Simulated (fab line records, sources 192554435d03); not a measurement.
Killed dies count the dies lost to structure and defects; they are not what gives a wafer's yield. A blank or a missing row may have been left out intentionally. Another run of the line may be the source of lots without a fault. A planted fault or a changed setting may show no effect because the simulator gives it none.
One fault seen from 2 desks || flow n5_finfet || every desk sees just its own numbers, and what lay behind them comes last

== AT THE TOOL OWNER'S DESK: litho_track-01 ==
The tool's own readings at N5_BEOL_M14_COAT_65 (time 60 s, resist thk 450 nm): means of the sampled wafers that have a number, for each lot that ran on this tool. Any lot whose mean is over 4 standard deviations away from the usual mean is out of limits and marked OUT; that distance is given in the brackets.
Columns: A = dispense_pressure_kPa at N5_BEOL_M14_COAT_65, usual 51 kPa; B = heater_power_total_W at N5_BEOL_M14_COAT_65, usual 500.5 W; C = plate_temp_C at N5_BEOL_M14_COAT_65, usual 249.98 C
{"lot": "L889", "first seen here": "day 12 23:31", "A": 45, "B": 500.1, "C": 250.06}
{"lot": "L890", "first seen here": "day 13 12:25", "A": 45, "B": 499.3, "C": 249.90}
{"lot": "L897", "first seen here": "day 15 02:35", "A": 45, "B": "510.1 (+5.6) OUT", "C": "253.70 (+23) OUT"}
{"lot": "L900", "first seen here": "day 15 20:49", "A": 45, "B": "510.6 (+5.9) OUT", "C": "253.75 (+24) OUT"}
This desk's verdict: out of limits on L897, L900, starting with L897 at day 15 02:35 (heater_power_total_W at N5_BEOL_M14_COAT_65). In limits: L889, L890.

== THE DEFECT DESK ==
Counts from the inspections along the route, per lot, as means over the sampled wafers that have a number. Any lot whose mean is over 4 standard deviations away from the usual mean is out of limits and marked OUT; that distance is given in the brackets.
Columns: A = raw_defect_count at N5_BEOL_M14_INSPECT_30, usual 2.2
{"lot": "L884", "first seen here": "day 11 22:56", "A": 0.7}
{"lot": "L885", "first seen here": "day 12 08:17", "A": 2.7}
{"lot": "L887", "first seen here": "day 12 14:30", "A": 3.0}
{"lot": "L886", "first seen here": "day 12 18:48", "A": 2.7}
{"lot": "L889", "first seen here": "day 12 23:52", "A": 2.0}
{"lot": "L888", "first seen here": "day 13 10:08", "A": 2.3}
{"lot": "L890", "first seen here": "day 13 12:53", "A": 2.3}
{"lot": "L897", "first seen here": "day 15 02:55", "A": 2.0}
{"lot": "L900", "first seen here": "day 15 21:09", "A": 2.7}
{"lot": "L903", "first seen here": "day 16 09:35", "A": 1.7}
{"lot": "L905", "first seen here": "day 17 00:47", "A": 2.0}
{"lot": "L907", "first seen here": "day 17 19:31", "A": 2.7}
Result from this desk: across the 12 lots, nothing is out of limits.

== BROUGHT TOGETHER ==
At day 15 02:35, on L897, L900, the tool owner's desk was in a position to raise an alarm.
No out-of-limits result turned up at the defect desk.
The defect desk has L897, L900 on record, within its limits.
On litho_track-01, each named lot ran N5_BEOL_M14_COAT_65.

== WHAT THE SIMULATOR HAD PUT IN ==
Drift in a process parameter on litho_track-01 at N5_BEOL_M14_COAT_65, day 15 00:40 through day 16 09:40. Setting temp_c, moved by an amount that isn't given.
Lots struck among those shown: L897, L900.
How many hours passed from the start of the fault until each desk's first out-of-limits reading: the tool owner's desk, 2.
